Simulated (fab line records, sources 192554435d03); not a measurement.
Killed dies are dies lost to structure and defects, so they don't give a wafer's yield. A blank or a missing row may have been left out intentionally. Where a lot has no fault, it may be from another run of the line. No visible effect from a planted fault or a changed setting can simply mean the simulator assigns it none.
Problem report in the 8D (eight disciplines) form, filled by code / flow n5 finfet / the parts of the form that need people (team, actions taken, sign-off) are left out

1. THE PROBLEM
Wafers without a fault read 793.1 W, standard deviation 2.9; rf fwd power W at N5_MIM_BOT_ETCH_ETCH_03 reads a mean of 603.2 W on 3 wafers belonging to 2 lots. That puts it -65 standard deviations away from the usual mean.
The step: etches the open film in Cl2/BCl3, target depth 12 nm.
Seen first at day 15 12:35 on rie metal-02, wafer L973.1. Wafers with a number at this step in the record: 32, from 11 lots. Rule for "out", or "out of limits": more than 4 standard deviations from the usual mean. Any other wafer with a number is counted as sound.

2. WHAT IT IS AND WHAT IT IS NOT
question=which readings at this step | is=rf fwd power W | is not=drypump motor current A, throttle valve pct
question=which lots | is=L973, L974 | is not=L958, L960, L962, L965, L966, L968, L970, L975, L980
question=which wafers of those lots | is=L973.1, L973.5, L974.4 | is not=L973.2, L974.2, L974.3
question=read on which tools | is=rie metal-02 | is not=rie metal-01, rie metal-03
question=when | is=from day 15 12:35 | is not=up to then (22 sound wafers); but 7 sound wafers of L974, L975, L980 came after

3. THE SUSPECTS, EACH WITH WHAT RULES IT OUT
Counting: any tool at a process step up to the reading remains a suspect provided it ran every lot that is out. Sound lots after the first of them don't rule it out here, since some wafers of a struck lot are sound.
- pvd sputter-02 at N5_BEOL_M15_DEGAS_41 (time 60 s): kept. Every lot that is out went through it, the first being L973 (day 15 06:47); the last sound lot it ran before that was L968 (day 14 13:43).
- rie metal-02 at N5_MIM_BOT_ETCH_ETCH_03 (etches the open film in Cl2/BCl3, target depth 12 nm): kept. Every lot that is out went through it, the first being L973 (day 15 12:35); the last sound lot it ran before that was L970 (day 15 03:10). Its own rf fwd power W readings are out on those wafers.
- Within rie metal-02 at N5_MIM_BOT_ETCH_ETCH_03: the wafers that are out ran in chamber 1; their sound lot-mates ran in chamber 0.
The count leaves rie metal-02 at N5_MIM_BOT_ETCH_ETCH_03 and pvd sputter-02 at N5_BEOL_M15_DEGAS_41.

4. THE CAUSE (what the simulator had put in)
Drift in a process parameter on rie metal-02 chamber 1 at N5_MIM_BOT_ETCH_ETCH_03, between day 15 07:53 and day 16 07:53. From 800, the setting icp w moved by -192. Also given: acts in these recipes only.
Counting leaves 2 suspects; this tool is one of them.

5. SEQUENCE OF EFFECTS, ordered by route
Each row: a reading whose mean over the struck wafers that have a number lies more than 3 standard deviations from the usual. Scope: only readings with a usual standard deviation given in the record; hours: median across lots of the time from each lot's start at the first step in this table that gives one to its start at this step; sigmas: change in usual standard deviations.
hours=0; step=N5_MIM_BOT_ETCH_ETCH_03; reading=rf fwd power W; usual=793.1 W; on struck wafers=603.2; change=-189.9; sigmas=-65
The process steps in it:
- N5_MIM_BOT_ETCH_ETCH_03: etches the open film in Cl2/BCl3, target depth 12 nm.

6. WHAT WOULD HAVE CAUGHT IT SOONER
In this record the first reading out of limits was taken at day 15 12:35, 5 hours after the fault began at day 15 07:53.
